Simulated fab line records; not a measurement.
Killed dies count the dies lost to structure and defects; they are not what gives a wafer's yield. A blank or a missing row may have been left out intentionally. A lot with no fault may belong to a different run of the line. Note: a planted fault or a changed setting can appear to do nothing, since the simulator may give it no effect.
Chamber matching | flow nand harc | NHARC_P_STI_ETCH_42 on rie diel-10 has 4 sister chambers
The step etches the open film in N2/H2, target depth 80 nm, overetch 24 nm, time 61 s. 16 wafers are shown with their chamber, then 8 later ones without.

WAFERS WITH THEIR CHAMBER
wafer  | chamber | oes product au (a.u.) | rf vpp V (V) | rf fwd power W (W)
L076.1 | 1       | 1.008                 | 434          | 394.9
L076.5 | 2       | 0.983                 | 433          | 395.8
L076.6 | 3       | 0.996                 | 433          | 395.6
L078.1 | 1       | 1.003                 | 434          | 395.7
L078.2 | 2       | 0.982                 | 434          | 396.4
L078.4 | 2       | 0.982                 | 436          | 397.0
L083.1 | 3       | 0.994                 | 433          | 394.4
L083.3 | 1       | 1.000                 | 435          | 396.1
L083.6 | 3       | 0.990                 | 432          | 394.5
L087.1 | 1       | 1.013                 | 433          | 395.7
L087.3 | 0       | 0.988                 | 430          | 397.4
L087.4 | 3       | 0.996                 | 432          | 394.4
L090.4 | 1       | 0.998                 | 435          | 394.2
L090.5 | 0       | 0.990                 | 429          | 395.6
L090.6 | 3       | 0.995                 | 430          | 395.0
L091.1 | 2       | 0.967                 | 432          | 396.9

SIGNATURES (means of the wafers above)
reading        | chamber 0 | chamber 1 | chamber 2 | chamber 3 | scatter within a chamber
oes product au | 0.98900   | 1.00440   | 0.97850   | 0.99420   | 0.00542
rf vpp V       | 429.50    | 434.20    | 433.75    | 432.00    | 1.23
rf fwd power W | 396.500   | 395.320   | 396.525   | 394.780   | 0.704
Rule: distance of a wafer from a chamber = root of the sum over the readings of ((wafer's reading minus chamber's mean) / reading's scatter) squared. If the next closest chamber is less than 2 further off than the closest, the wafer can't be placed; otherwise it belongs to the closest. The scatter: the root of (the sum of the squares of (reading less its chamber's mean) over the shown wafers, divided by (wafers less chambers)).

WAFERS MISSING THEIR CHAMBER
wafer  | oes product au (a.u.) | rf vpp V (V) | rf fwd power W (W)
L091.3 | 0.988                 | 427          | 398.1
L091.4 | 0.991                 | 436          | 396.5
L094.4 | 0.993                 | 430          | 395.8
L094.5 | 0.992                 | 429          | 397.3
L094.6 | 0.997                 | 434          | 395.7
L097.1 | 0.976                 | 435          | 396.5
L097.2 | 0.992                 | 431          | 394.3
L097.4 | 0.995                 | 436          | 394.3

CHAMBER TAKEN BY EACH
wafer  | from the rows above          | in truth
L091.3 | 0                            | 0
L091.4 | can't be placed: 2 or 1 or 3 | 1
L094.4 | can't be placed: 0 or 3      | 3
L094.5 | 0                            | 0
L094.6 | can't be placed: 1 or 3      | 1
L097.1 | 2                            | 2
L097.2 | 3                            | 3
L097.4 | can't be placed: 1 or 3      | 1
Placed correctly: 4 of 8. Unplaceable from these rows: 4, with the true chamber sitting among the candidates in 4. Number placed wrongly: 0.
